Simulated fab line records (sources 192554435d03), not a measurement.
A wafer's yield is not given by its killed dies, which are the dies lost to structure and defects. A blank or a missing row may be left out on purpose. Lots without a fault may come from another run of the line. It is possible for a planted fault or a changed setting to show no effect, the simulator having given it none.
Lot-split experiment	flow n5 finfet	21 wafers read across 7 lots, on a route 1938 steps long

== THE SPLIT ITSELF ==
At N5_BEOL_M8_DESCUM_33 (chemistry O2, time 7 s), the setting time s was moved away from the recipe's 7 s on 8 of the 21 wafers read, by -13.0% to +18.8%. The other wafers ran this setting at the recipe's value.

== BETWEEN THE SPLIT AND THE READING: the file shows 1 step in between ==
- N5_BEOL_M8_ETCH_72: etches underlayer in N2/H2, target depth 6.5 nm, time 5.2 s

== THE READING ==
CAR-EUV_of_BEOL_M8_COAT_22.thk nm (the simulator's own value, which no gauge read), in nm, at N5_BEOL_M8_ETCH_65 (etches SiARC in CF4, target depth 15.6 nm, time 26 s). The file does not state a usual value for it. Across the 13 wafers here that went through the recipe, the average is 11.1 nm and the standard deviation 0.12 nm.

wafer	tool, chamber at the split	time s as run, s	against the recipe	CAR-EUV_of_BEOL_M8_COAT_22.thk nm, nm	against lot-mates on the recipe
L074.2	rie diel-04, 0	7	recipe	11.2	-
L074.3	rie diel-04, 3,2	7	recipe	11	-
L074.5	rie diel-04, 3,2	7	recipe	11	-
L076.3	rie diel-02, 0,3	7	recipe	11.4	-
L076.4	rie diel-02, 3	7.479	+6.8%	11	-0.3
L076.6	rie diel-02, 0,3	7	recipe	11.2	-
L080.2	rie diel-03, 3	7	recipe	11	-
L080.4	rie diel-03, 3	7	recipe	11.2	-
L080.6	rie diel-03, 2	6.269	-10.4%	11.6	+0.5
L082.1	rie diel-02, 1,3	7	recipe	11.2	-
L082.2	rie diel-02, 1,3	7	recipe	11.2	-
L082.5	rie diel-02, 2	7.586	+8.4%	10.8	-0.4
L083.2	rie diel-02, 3	6.09	-13.0%	11.6	+0.4
L083.4	rie diel-02, 1	6.09	-13.0%	11.8	+0.6
L083.6	rie diel-02, 2	7	recipe	11.2	-
L089.3	rie diel-04, 0	7.588	+8.4%	10.8	-0.2
L089.4	rie diel-04, 0	7.588	+8.4%	10.8	-0.2
L089.5	rie diel-04, 1	7	recipe	11	-
L087.2	rie diel-03, 1,2	7	recipe	11	-
L087.4	rie diel-03, 3	8.318	+18.8%	10.4	-0.7
L087.6	rie diel-03, 1,2	7	recipe	11.2	-
When a row names more than one chamber, that row covers several wafers, and the file does not tell which wafer ran in which chamber.

THE FIT
A straight line over all 21 wafers: CAR-EUV_of_BEOL_M8_COAT_22.thk nm changes by -0.0406 nm for each +1% of time s; r = -0.94; the points scatter about the line by 0.11 nm.
The same after taking each lot's own level away (the mean of its wafers on the recipe; 21 wafers): -0.0381 nm for each +1%; r = -0.95; scatter 0.089 nm.
On that fit, the largest move of time s shifts the reading by 0.72 nm.
The lots' own levels span 11.00 to 11.30 nm, that is 2.5 times the standard deviation above.
Hence the lot-to-lot level has little effect on the slope; both slopes agree.
Check: with one of the wafers moved furthest among these (+18.8%) left out of the fit, the line predicts -0.708 nm for it against its lot-mates. It came out at -0.7 nm against them.

== FURTHER SPLITS ON THESE WAFERS ==
Other splits were also applied to these wafers ahead of the reading. Each is held against what the fit with the lots' levels taken away leaves over:
other split on the same wafers	wafers away from the commonest value	r with CAR-EUV_of_BEOL_M8_COAT_22.thk nm (lot level and that fit taken away)
N5_BEOL_M1_ETCH_70 time s	7	+0.14
N5_BEOL_M1_TRENCH_ETCH_37 time s	8	+0.04
N5_BEOL_M2_TRENCH_ETCH_37 bias w	9	+0.25
N5_BEOL_M3_ETCH_64 bias w	4	+0.08
N5_BEOL_M4_DESCUM_33 time s	8	+0.05
N5_BEOL_M5_COAT_05 spin rpm	10	-0.10
N5_BEOL_M6_ETCH_61 bias w	6	-0.32

== THE WHOLE CHAIN: every reading that the file lists as answering this split, in the file's order ==
step	what it does	reading	change (the file's fit)	r (the file's)
N5_BEOL_M8_DESCUM_33	chemistry O2, time 7 s	CAR-EUV_of_BEOL_M8_COAT_22.thk nm (the simulator's own value, which no gauge read)	-0.0436 nm for each +1% of the setting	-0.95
N5_BEOL_M8_ETCH_72	etches underlayer in N2/H2, target depth 6.5 nm, time 5.2 s	CAR-EUV_of_BEOL_M8_COAT_22.thk nm (the simulator's own value, which no gauge read)	-0.037 nm for each +1% of the setting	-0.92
N5_BEOL_M8_ETCH_65	etches SiARC in CF4, target depth 15.6 nm, time 26 s	CAR-EUV_of_BEOL_M8_COAT_22.thk nm (the simulator's own value, which no gauge read)	-0.039 nm for each +1% of the setting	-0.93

== THE FILE'S OWN FIT ==
CAR-EUV_of_BEOL_M8_COAT_22.thk nm changes by -0.039 nm for each +1% of time s, r = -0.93.
